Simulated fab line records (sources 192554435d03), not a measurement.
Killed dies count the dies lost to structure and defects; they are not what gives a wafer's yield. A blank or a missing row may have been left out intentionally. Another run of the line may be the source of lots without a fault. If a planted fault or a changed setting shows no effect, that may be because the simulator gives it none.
Split-lot experiment ; flow n5_finfet ; 21 wafers read across 7 lots, on a route 1938 steps long

THE SPLIT
At N5_BEOL_M2_TRENCH_ETCH_37 (etches SiOC in C4F6/O2, target depth 55.555 nm, time 29.2 s), the setting time_s was moved away from the recipe's 29.2 s on 10 of the 21 wafers read, by -21.3% to -8.9%. For the rest of the wafers, this setting stayed at what the recipe calls for.

FROM THE SPLIT TO THE READING: what the file shows between them, 13 steps
- N5_BEOL_M2_ETCH_41: etches SiCN in CH3F/O2, target depth 29.9 nm, time 52.5 s
- N5_BEOL_M2_STRIP_97: strips in N2/H2, time 10 s
- N5_BEOL_M2_OCD_MEAS_38
- N5_BEOL_M2_HM_STRIP_39: strips TiN in peroxide tin strip, target depth 25 nm, time 158 s
- N5_BEOL_M2_SRD_40: time 30 s
- N5_BEOL_M2_ECD_50: material Cu, target thk 300 nm
- N5_BEOL_M2_ANNEAL_51: time 90 s
- N5_BEOL_M2_CMP_52: polishes, stops on SiOC, t overpolish 6.8 s, target thk 40 nm
- N5_BEOL_M2_THK_MEAS_53: measures by xrf
- N5_BEOL_M2_PRE_CLEAN_60: time 15 s
- N5_BEOL_M2_CO_CAP_55: material Co, precursor CCTBA/H2, target thk 2 nm, time 102.1 s
- N5_BEOL_M2_PRE_CLEAN_56: time 15 s
- N5_BEOL_M2_DEP_57: deposits SiCN from 3MS/NH3, target thk 8 nm, time 14 s

THE READING
Measured at N5_BEOL_M2_RS_MEAS_58 by four-point probe: M2_RS, in ohm/sq. Typical for fault-free wafers on this fab line: 0.67 ohm/sq, with standard deviation 0.033 ohm/sq.

wafer;tool, chamber at the split;time_s as run, s;against the recipe;M2_RS, ohm/sq;against lot-mates on the recipe
L074.2;rie_diel-05, 0;29.2;recipe;0.68;-
L074.3;rie_diel-05, 1;29.2;recipe;0.64;-
L074.5;rie_diel-05, 2;25.56;-12.5%;0.78;+0.12
L076.1;rie_diel-04, 3;29.2;recipe;0.68;-
L076.4;rie_diel-04, 0;26.6;-8.9%;0.81;+0.13
L076.6;rie_diel-04, 1;26.6;-8.9%;0.83;+0.15
L077.1;rie_diel-06, 2;29.2;recipe;0.66;-
L077.3;rie_diel-06, 0;29.2;recipe;0.69;-
L077.5;rie_diel-06, 1;26.18;-10.3%;0.85;+0.17
L082.2;rie_diel-06, 0;22.99;-21.3%;1.05;+0.37
L082.3;rie_diel-06, 1;22.99;-21.3%;1.11;+0.43
L082.6;rie_diel-06, 1;29.2;recipe;0.68;-
L086.1;rie_diel-04, 2;24.64;-15.6%;0.90;+0.26
L086.2;rie_diel-04, 1;24.64;-15.6%;0.90;+0.26
L086.5;rie_diel-04, 1;29.2;recipe;0.64;-
L091.1;rie_diel-04, 1;29.2;recipe;0.64;-
L091.2;rie_diel-04, 0;29.2;recipe;0.65;-
L091.6;rie_diel-04, 1;29.2;recipe;0.64;-
L097.1;rie_diel-06, 1;29.2;recipe;0.69;-
L097.4;rie_diel-06, 0;25.28;-13.4%;0.84;+0.15
L097.5;rie_diel-06, 3;25.28;-13.4%;0.82;+0.13

FIT RESULTS
A straight line over all 21 wafers: M2_RS changes by -0.0169 ohm/sq for each +1% of time_s; r = -0.96; the points scatter about the line by 0.04 ohm/sq.
The same after taking each lot's own level away (the mean of its wafers on the recipe; 21 wafers): -0.0164 ohm/sq for each +1%; r = -0.96; scatter 0.038 ohm/sq.
On that fit, the largest move of time_s shifts the reading by 0.35 ohm/sq.
The span of the lots' own levels, 0.640 to 0.690 ohm/sq, comes to 1.5 times the standard deviation stated above.
Hence the lot-to-lot level has little effect on the slope; both slopes agree.
Check: for one of the wafers moved furthest among these (-21.3%), held out of the fit, the line's prediction against its lot-mates is +0.334 ohm/sq. Against them it came out at +0.37 ohm/sq.

THESE WAFERS: OTHER SPLITS
Other splits were also applied to these wafers ahead of the reading. Each is held against what the fit with the lots' levels taken away leaves over:
other split on the same wafers;wafers away from the commonest value;r with M2_RS (lot level and that fit taken away)
N5_BEOL_M2_COAT_61 spin_rpm;8;+0.21
N5_BEOL_M2_DESCUM_33 time_s;10;-0.10

THE WHOLE CHAIN: every reading that the file lists as answering this split, in the file's order
step;what it does;reading;change (the file's fit);r (the file's)
N5_BEOL_M2_TRENCH_ETCH_37;etches SiOC in C4F6/O2, target depth 55.555 nm, time 29.2 s;etch.depth_nm (the simulator's own value, which no gauge read);+0.559 nm for each +1% of the setting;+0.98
N5_BEOL_M2_TRENCH_ETCH_37;etches SiOC in C4F6/O2, target depth 55.555 nm, time 29.2 s;BEOL_M2.feature_depth_nm (the simulator's own value, which no gauge read);+0.556 nm for each +1% of the setting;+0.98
N5_BEOL_M2_OCD_MEAS_38;;trench_depth_nm;+0.561 nm for each +1% of the setting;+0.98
N5_BEOL_M2_CMP_52;polishes, stops on SiOC, t overpolish 6.8 s, target thk 40 nm;Cu_of_BEOL_M2_ECD_50.thk_nm (the simulator's own value, which no gauge read);+0.524 nm for each +1% of the setting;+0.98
N5_BEOL_M2_THK_MEAS_53;measures by xrf;M2_THK;+0.531 for each +1% of the setting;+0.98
N5_BEOL_M2_RS_MEAS_58;measures by four-point-probe;M2_RS;-0.0155 for each +1% of the setting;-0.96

FILE'S OWN FIT
M2_RS changes by -0.0155 ohm/sq for each +1% of time_s, r = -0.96.
